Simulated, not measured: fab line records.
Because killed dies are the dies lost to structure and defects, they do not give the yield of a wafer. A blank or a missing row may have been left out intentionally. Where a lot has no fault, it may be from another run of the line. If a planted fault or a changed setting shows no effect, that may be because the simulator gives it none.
Lot-split experiment -- flow n5-finfet -- 7 lots, 21 wafers read, on a route of 1938 steps

## THE SPLIT ITSELF
At N5_ZERO_LAYER_DEVELOP_10 (develop time 60 s), the setting develop-time-s was moved away from the recipe's 60 s on 8 of the 21 wafers read, by -19.2% to +18.9%. The other wafers ran this setting at the recipe's value.

## THE PATH FROM SPLIT TO READING: the file shows 1 step between them
- N5_ZERO_LAYER_HARDBAKE_23: time 120 s

## THE READING
Shown in nm: cd-nm at N5_ZERO_LAYER_CD_MEAS_11, with target cd 2000 nm. On this fab line, fault-free wafers typically give 2000.1 nm with a standard deviation of 1.7 nm.

wafer,"tool, chamber at the split","develop-time-s as run, s",against the recipe,"cd-nm, nm",against lot-mates on the recipe
L074.2,"litho-track-04, 0",60,recipe,2002.5,-
L074.3,"litho-track-04, 0",60,recipe,2000.8,-
L074.6,"litho-track-04, 0",60,recipe,2002.2,-
L078.4,"litho-track-04, 0",60,recipe,2001.0,-
L078.5,"litho-track-04, 0",60,recipe,2002.0,-
L078.6,"litho-track-04, 0",60,recipe,2003.0,-
L080.1,"litho-track-03, 0",60,recipe,2000.5,-
L080.5,"litho-track-03, 0",60,recipe,2000.6,-
L080.6,"litho-track-03, 0",69.04,+15.1%,2003.1,+2.5
L081.3,"litho-track-01, 0",60,recipe,1999.5,-
L081.4,"litho-track-01, 0",71.32,+18.9%,2003.8,+4.3
L081.5,"litho-track-01, 0",71.32,+18.9%,2001.7,+2.2
L089.2,"litho-track-01, 0",60,recipe,1998.2,-
L089.4,"litho-track-01, 0",64.46,+7.4%,1999.6,+1.4
L089.5,"litho-track-01, 0",64.46,+7.4%,1999.6,+1.4
L092.1,"litho-track-01, 0",60,recipe,1997.3,-
L092.3,"litho-track-01, 0",60,recipe,1998.3,-
L092.5,"litho-track-01, 0",48.45,-19.2%,1993.8,-4.0
L095.1,"litho-track-04, 0",67.46,+12.4%,2001.0,+0.6
L095.2,"litho-track-04, 0",67.46,+12.4%,2001.9,+1.5
L095.3,"litho-track-04, 0",60,recipe,2000.4,-

THE FIT
A straight line over all 21 wafers: cd-nm changes by +0.178 nm for each +1% of develop-time-s; r = +0.67; the points scatter about the line by 1.8 nm.
The same after taking each lot's own level away (the mean of its wafers on the recipe; 21 wafers): +0.17 nm for each +1%; r = +0.91; scatter 0.7 nm.
The reading moves by 3.3 nm for the largest change in develop-time-s, on that fit.
From 1997.80 to 2002.00 nm: that is the span of the lots' own levels, equal to 2.5 times the standard deviation above.
So the lot-to-lot level blurs the effect unless lot-mates are compared.
Check: for one of the wafers moved furthest among these (-19.2%), held out of the fit, the line's prediction against its lot-mates is -2.98 nm. It came out at -4 nm against them.

## THE OTHER SPLITS THESE WAFERS WENT THROUGH
Other splits were also applied to these wafers ahead of the reading. Each is held against what the fit with the lots' levels taken away leaves over:
other split on the same wafers,wafers away from the commonest value,r with cd-nm (lot level and that fit taken away)
N5_ZERO_LAYER_PECVD_02 time-s,10,-0.38

## THE FILE'S OWN FIT
cd-nm changes by +0.172 nm for each +1% of develop-time-s, r = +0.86.
